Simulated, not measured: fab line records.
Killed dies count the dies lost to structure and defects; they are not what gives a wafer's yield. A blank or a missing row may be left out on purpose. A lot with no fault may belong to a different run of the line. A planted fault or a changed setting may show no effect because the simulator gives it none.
Comparing a struck lot with a sound one / flow nandHarc / 15 out of 1159 route steps
Sound: wafers L825.3, L825.5, L825.6. Struck: wafer L823.2. (L823.5 of the same lot was not struck and is left out.) The cause comes at the end.
At each step with rows: each side's tool, then ch and its chambers, then its first start. Under that, the readings that differ: sound wafers / struck wafers / difference of the means / sigmas: that difference in standard deviations of wafers without a fault.
alike: readings with means less than 2 such deviations apart, plus words and numbers identical on both sides. not compared: withheld readings, readings lacking a value on some wafer, bounds such as >300 that could conceal the same value, and numbers that have no deviation in the record and whose values overlap.
Wherever a step has rows on one side only, a row that says differs or no value, or a row with sigmas, the two part there. Numbers that don't overlap but have no deviation are shown without sigmas and don't part them. A reading missing from all wafers of one side parts the sides only when that side holds two or more wafers.

NHARC_A_SGD_CUT_THK_MEAS_22: measures by ellipsometry.
  sound on filmMetro-02 at day 17 07:17; struck on filmMetro-02 at day 16 10:39
  alike: thkNm
then, 2 steps without rows for these wafers: NHARC_A_SGD_CUT_SRD_23; NHARC_A_SGD_CUT_ETCH_26 (etches SiO2 in dHF, target depth 45.8 nm).
NHARC_A_SGD_CUT_ETCHBACK_24: etches the open film in CH3F/O2, target depth 50 nm, time 92.857 s.
  sound on rieDiel-12 ch 1,2, day 17 07:31; struck on rieDiel-12 ch 2, day 16 10:54
  alike: chamberPressureMTorr, drypumpMotorCurrentA, oesProductAu, rfVppV, showerheadPlenumPTorr, throttleValvePct
  not compared: rfHoursCounterH
NHARC_A_SGD_CUT_STRIP_28: strips in O2, time 20 s.
  sound on rieDiel-12 ch 0,2,3; struck on rieDiel-12 ch 1
  alike: chamberPressureMTorr, drypumpMotorCurrentA, oesProductAu, rfVppV, showerheadPlenumPTorr, throttleValvePct
  not compared: rfHoursCounterH
NHARC_A_SGD_CUT_INSPECT_25:
  sound on defectInspect-01 at day 17 07:45; struck on defectInspect-01 at day 16 11:07
  alike: rawDefectCount
NHARC_A_SLIT_DEP_25: deposits SiO2, target thk 200 nm.
  sound on pecvd-03 ch 0,2, day 17 07:52; struck on pecvd-04 ch 1, day 16 11:16
reading=throttleValvePct (%); sound=16.0 16.4 16.0; struck=17.3; difference=+1.2; sigmas=+2
  alike: heaterPowerW
NHARC_A_SLIT_DEP_00: deposits aC, target thk 3200 nm.
  sound on aclDep-03 ch 0, day 17 08:49; struck on aclDep-01 ch 0, day 16 12:21
  alike: throttleValvePct
NHARC_A_SLIT_DEP_23: deposits SiON, target thk 100 nm.
  sound on pecvd-04 ch 0,1, day 17 10:11; struck on pecvd-04 ch 1, day 16 14:01
  alike: heaterPowerW
then, 3 steps without rows for these wafers: NHARC_A_SLIT_DEHYDRATE_01 (time 120 s); NHARC_A_SLIT_HMDS_02 (time 30 s); NHARC_A_SLIT_COAT_03 (resist thk 90 nm).
NHARC_A_SLIT_SOFTBAKE_04: time 55 s.
  sound on lithoTrack-01 ch 0, day 17 10:00; struck on lithoTrack-06 ch 0, day 16 14:00
reading=heaterPowerTotalW (W); sound=188.40 188.34 188.35; struck=205.24; difference=+16.88; sigmas=+99 or more
  alike: chillPlateTempC
after that, 1 step had no rows for these wafers: NHARC_A_SLIT_EBR_05.
-- break in the record here, with 5 days between the starts of the struck wafers on either side (left off in module A_SLIT, picked up again in module END, where the first step shown is number 1159 on the route) --
NHARC_END_SORT_01:
  sound on prober-02 ch 0, day 22 05:40; struck on prober-01 ch 0, day 21 10:50
  alike: killedAtArray, killedAtOther, killedAtPeriphery, killedDies, killedOpen, killedShort

WHERE THEY PART
Earliest at NHARC_A_SLIT_DEP_25; latest, in this record, at NHARC_A_SLIT_SOFTBAKE_04. Later steps at which nothing parts them and some readings are alike: NHARC_END_SORT_01.

WHY: the cause the simulator had injected
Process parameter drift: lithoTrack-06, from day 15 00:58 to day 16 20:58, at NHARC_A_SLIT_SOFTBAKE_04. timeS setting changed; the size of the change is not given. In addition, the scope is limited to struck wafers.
